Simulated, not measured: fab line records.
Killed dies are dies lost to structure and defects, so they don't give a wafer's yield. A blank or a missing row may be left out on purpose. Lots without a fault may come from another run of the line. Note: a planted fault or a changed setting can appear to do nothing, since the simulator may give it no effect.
Split-lot study -- flow n5Finfet -- on a route of 1938 steps: 7 lots, 39 wafers read

== ABOUT THE SPLIT ==
At N5_DUMMY_GATE_ETCH_32 (etches SiO2 in CF4, target depth 3.5 nm, time 3.9 s), the setting timeS was moved away from the recipe's 3.9 s on 15 of the 39 wafers read, by -18.3% to +12.4%. All remaining wafers had this setting at the recipe value.

The reading is taken at the split's own step.

== THE READING ==
etch.depthNm (the simulator's own value, which no gauge read), in nm, at N5_DUMMY_GATE_ETCH_32 (etches SiO2 in CF4, target depth 3.5 nm, time 3.9 s). The file gives no usual value for it. Across the 24 wafers here that went through the recipe, the average is 3.471 nm and the standard deviation 0.06 nm.

wafer,"tool, chamber at the split","timeS as run, s",against the recipe,"etch.depthNm, nm",against lot-mates on the recipe
L081.1,"rieSi-05, 0",3.186,-18.3%,2.899,-0.568
L081.2,"rieSi-05, 3",3.9,recipe,3.478,-
L081.3,"rieSi-05, 2",3.186,-18.3%,2.847,-0.620
L081.4,"rieSi-05, 1",3.9,recipe,3.434,-
L081.5,"rieSi-05, 2",3.9,recipe,3.49,-
L081.6,"rieSi-05, 3",3.186,-18.3%,2.842,-0.625
L083.1,"rieSi-06, 1",3.9,recipe,3.38,-
L083.2,"rieSi-06, 0",3.9,recipe,3.518,-
L083.3,"rieSi-06, 2",3.9,recipe,3.42,-
L083.4,"rieSi-06, 3",3.9,recipe,3.427,-
L083.5,"rieSi-06, 3",3.9,recipe,3.401,-
L083.6,"rieSi-06, 0",3.9,recipe,3.543,-
L084.1,"rieSi-04, 2",4.383,+12.4%,4.009,+0.501
L084.2,"rieSi-04, 3",3.9,recipe,3.528,-
L084.3,"rieSi-04, 1",4.383,+12.4%,4.005,+0.497
L084.4,"rieSi-04, 0",4.383,+12.4%,3.939,+0.431
L084.5,"rieSi-04, 3",3.9,recipe,3.498,-
L084.6,"rieSi-04, 0",3.9,recipe,3.499,-
L085.1,"rieSi-04, 0",3.555,-8.8%,3.157,-0.372
L085.2,"rieSi-04, 3",3.9,recipe,3.525,-
L085.3,"rieSi-04, 1",3.9,recipe,3.537,-
L085.4,"rieSi-04, 2",3.9,recipe,3.524,-
L085.5,"rieSi-04, 1",3.555,-8.8%,3.239,-0.290
L085.6,"rieSi-04, 0",3.555,-8.8%,3.15,-0.379
L087.3,"rieSi-06, 1",3.9,recipe,3.328,-
L087.4,"rieSi-06, 2",3.9,recipe,3.375,-
L087.6,"rieSi-06, 3",3.9,recipe,3.422,-
L088.1,"rieSi-04, 1",3.9,recipe,3.541,-
L088.2,"rieSi-04, 3",3.578,-8.3%,3.249,-0.260
L088.3,"rieSi-04, 0",3.9,recipe,3.471,-
L088.4,"rieSi-04, 2",3.578,-8.3%,3.262,-0.247
L088.5,"rieSi-04, 3",3.578,-8.3%,3.234,-0.275
L088.6,"rieSi-04, 0",3.9,recipe,3.516,-
L096.1,"rieSi-05, 1",3.388,-13.1%,3.016,-0.468
L096.2,"rieSi-05, 2",3.388,-13.1%,3.03,-0.454
L096.3,"rieSi-05, 0",3.9,recipe,3.546,-
L096.4,"rieSi-05, 3",3.9,recipe,3.435,-
L096.5,"rieSi-05, 3",3.9,recipe,3.47,-
L096.6,"rieSi-05, 0",3.388,-13.1%,3.075,-0.409

THE FIT
A straight line over all 39 wafers: etch.depthNm changes by +0.0349 nm for each +1% of timeS; r = +0.98; the points scatter about the line by 0.059 nm.
The same after taking each lot's own level away (the mean of its wafers on the recipe; 39 wafers): +0.035 nm for each +1%; r = +0.99; scatter 0.042 nm.
On that fit, the largest move of timeS shifts the reading by 0.64 nm.
The lots' own levels span 3.3750 to 3.5287 nm, that is 2.5 times the standard deviation above.
Hence the lot-to-lot level has little effect on the slope; both slopes agree.
Check: for one of the wafers moved furthest among these (-18.3%), held out of the fit, the line's prediction against its lot-mates is -0.645 nm. It came out at -0.568 nm against them.

== ADDITIONAL SPLITS CARRIED BY THESE WAFERS ==
These wafers also went through other splits before the reading. Each is held against what the fit with the lots' levels taken away leaves over:
other split on the same wafers,wafers away from the commonest value,r with etch.depthNm (lot level and that fit taken away)
N5_WELL_APT_EPI_41 targetThkA,12,-0.40
N5_PMOS_HMC_CHANNEL_EPI_FIN_RECESS_16 timeS,18,+0.20
N5_DUMMY_GATE_ETCH_37 sourceW,15,+0.28

== FILE'S OWN FIT ==
etch.depthNm changes by +0.0347 nm for each +1% of timeS, r = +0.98.
